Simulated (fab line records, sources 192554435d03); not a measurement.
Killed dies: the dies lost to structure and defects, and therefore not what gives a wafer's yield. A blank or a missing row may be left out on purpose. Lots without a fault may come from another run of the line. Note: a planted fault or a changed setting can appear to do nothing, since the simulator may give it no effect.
Lot-split experiment -- flow n5 finfet -- 7 lots, 39 wafers read, on a route of 1938 steps

SPLIT DETAILS
At N5_HKMG_FIN_EXPOSE_09 (exposes mask NWFM), the setting dose mj was moved away from the recipe's 39.25 on 15 of the 39 wafers read, by -4.3% to +3.0%. The other wafers ran this setting at the recipe's value.

FROM THE SPLIT TO THE READING: what the file shows between them, 2 steps
- N5_HKMG_FIN_PEB_10: peb time 60 s
- N5_HKMG_FIN_DEVELOP_11: develop time 30 s

THE READING
Shown in nm: cd nm at N5_HKMG_FIN_CD_MEAS_12, with target cd 92.8 nm. On this fab line, fault-free wafers typically give 92.6 nm with a standard deviation of 0.68 nm.

wafer,"tool, chamber at the split",dose mj as run,against the recipe,"cd nm, nm",against lot-mates on the recipe
L078.1,"arfi scanner-02, 0",37.68,-4.0%,89.7,-3.8
L078.2,"arfi scanner-02, 0",39.25,recipe,92.9,-
L078.3,"arfi scanner-02, 0",39.25,recipe,94.7,-
L078.4,"arfi scanner-02, 0",39.25,recipe,92.9,-
L078.5,"arfi scanner-02, 0",37.68,-4.0%,90.2,-3.3
L078.6,"arfi scanner-02, 0",37.68,-4.0%,90.8,-2.7
L081.1,"arfi scanner-03, 0",39.25,recipe,93.2,-
L081.2,"arfi scanner-03, 0",40.42,+3.0%,94.8,+1.7
L081.3,"arfi scanner-03, 0",40.42,+3.0%,95.0,+1.9
L081.4,"arfi scanner-03, 0",40.42,+3.0%,94.7,+1.6
L081.5,"arfi scanner-03, 0",39.25,recipe,93.3,-
L081.6,"arfi scanner-03, 0",39.25,recipe,92.9,-
L082.1,"arfi scanner-03, 0",39.25,recipe,93.0,-
L082.2,"arfi scanner-03, 0",39.25,recipe,92.7,-
L082.3,"arfi scanner-03, 0",39.25,recipe,92.8,-
L082.4,"arfi scanner-03, 0",39.25,recipe,93.0,-
L082.5,"arfi scanner-03, 0",39.25,recipe,92.1,-
L082.6,"arfi scanner-03, 0",39.25,recipe,92.1,-
L084.1,"arfi scanner-01, 0",39.25,recipe,92.6,-
L084.3,"arfi scanner-01, 0",39.25,recipe,93.0,-
L084.4,"arfi scanner-01, 0",39.25,recipe,93.8,-
L090.1,"arfi scanner-03, 0",39.25,recipe,92.4,-
L090.2,"arfi scanner-03, 0",39.25,recipe,92.5,-
L090.3,"arfi scanner-03, 0",37.58,-4.3%,90.2,-2.1
L090.4,"arfi scanner-03, 0",39.25,recipe,92.0,-
L090.5,"arfi scanner-03, 0",37.58,-4.3%,89.6,-2.7
L090.6,"arfi scanner-03, 0",37.58,-4.3%,89.4,-2.9
L092.1,"arfi scanner-02, 0",40.13,+2.2%,93.3,+1.2
L092.2,"arfi scanner-02, 0",39.25,recipe,91.6,-
L092.3,"arfi scanner-02, 0",39.25,recipe,92.0,-
L092.4,"arfi scanner-02, 0",40.13,+2.2%,93.8,+1.7
L092.5,"arfi scanner-02, 0",40.13,+2.2%,92.6,+0.5
L092.6,"arfi scanner-02, 0",39.25,recipe,92.7,-
L093.1,"arfi scanner-02, 0",40.34,+2.8%,94.0,+1.6
L093.2,"arfi scanner-02, 0",40.34,+2.8%,93.9,+1.5
L093.3,"arfi scanner-02, 0",39.25,recipe,91.3,-
L093.4,"arfi scanner-02, 0",40.34,+2.8%,95.3,+2.9
L093.5,"arfi scanner-02, 0",39.25,recipe,92.7,-
L093.6,"arfi scanner-02, 0",39.25,recipe,93.3,-

FIT RESULTS
A straight line over all 39 wafers: cd nm changes by +0.624 nm for each +1% of dose mj; r = +0.89; the points scatter about the line by 0.68 nm.
The same after taking each lot's own level away (the mean of its wafers on the recipe; 39 wafers): +0.665 nm for each +1%; r = +0.93; scatter 0.56 nm.
The reading moves by 2.8 nm for the largest change in dose mj, on that fit.
The span of the lots' own levels, 92.10 to 93.50 nm, comes to 2.1 times the standard deviation stated above.
So the lot-to-lot level changes the slope little: the two slopes agree.
Check: for one of the wafers moved furthest among these (-4.3%), held out of the fit, the line's prediction against its lot-mates is -3.02 nm. Against them it came out at -2.1 nm.

THE OTHER SPLITS THESE WAFERS WENT THROUGH
These wafers also went through other splits before the reading. Each is held against what the fit with the lots' levels taken away leaves over:
other split on the same wafers,wafers away from the commonest value,r with cd nm (lot level and that fit taken away)
N5_WELL_APT_IMPLANT_14 energy kev,9,+0.02
N5_FIN_SAQP_HM_DEP_03 time s,18,+0.01
N5_DUMMY_GATE_ETCH_42 bias w,15,-0.33

THE FILE'S OWN FIT
cd nm changes by +0.664 nm for each +1% of dose mj, r = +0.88.
